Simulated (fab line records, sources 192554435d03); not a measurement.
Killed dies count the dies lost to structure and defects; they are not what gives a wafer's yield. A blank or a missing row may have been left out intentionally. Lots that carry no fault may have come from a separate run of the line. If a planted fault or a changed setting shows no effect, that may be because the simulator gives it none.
Matching of chambers	flow n5 finfet	N5_GATE_CUT_PECVD_57 on pecvd-03: 3 sister chambers
The step deposits SiNx from SiH4/NH3/N2, target thk 21 nm. 6 wafers are shown with their chamber, then 10 later ones without.

== WAFERS PAIRED WITH THEIR CHAMBERS ==
wafer	chamber	showerhead plenum p Torr (Torr)	showerhead vpp V (V)
L082.3	0	5.10	1032
L087.1	1	5.17	1103
L087.2	0	5.11	1053
L087.5	2	5.17	1068
L088.2	2	5.19	1061
L088.3	1	5.16	1117

== WAFERS WITH NO CHAMBER GIVEN ==
wafer	showerhead plenum p Torr (Torr)	showerhead vpp V (V)
L088.6	5.10	1056
L090.2	5.18	1049
L090.4	5.09	1025
L090.6	5.19	1041
L092.1	5.08	1023
L092.2	5.21	1042
L092.4	5.18	1059
L093.2	5.09	1045
L093.4	5.17	1092
L093.6	5.20	1052

== WHICH CHAMBER EACH ONE RAN IN ==
wafer	from the rows above	in truth
L088.6	0	0
L090.2	2	2
L090.4	0	0
L090.6	2	2
L092.1	0	0
L092.2	2	2
L092.4	2	2
L093.2	0	0
L093.4	can't be placed: 1 or 2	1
L093.6	2	2
Placed correctly: 9 of 10. Cannot be placed on the basis of these rows: 1; the candidates contain the true chamber in 1. Wrongly placed: 0.
How it was worked out, from the rows above alone: a wafer's distance from a chamber is the root of the sum, over the readings, of the square of ((its reading less the chamber's mean) divided by the reading's scatter). If the next closest chamber is less than 2 further off than the closest, the wafer can't be placed; otherwise it belongs to the closest. The mean given for a chamber averages the wafers shown for that chamber. The scatter is the square root of a quotient: the sum, over the shown wafers, of each reading's squared deviation from its chamber's mean, divided by wafers minus chambers.
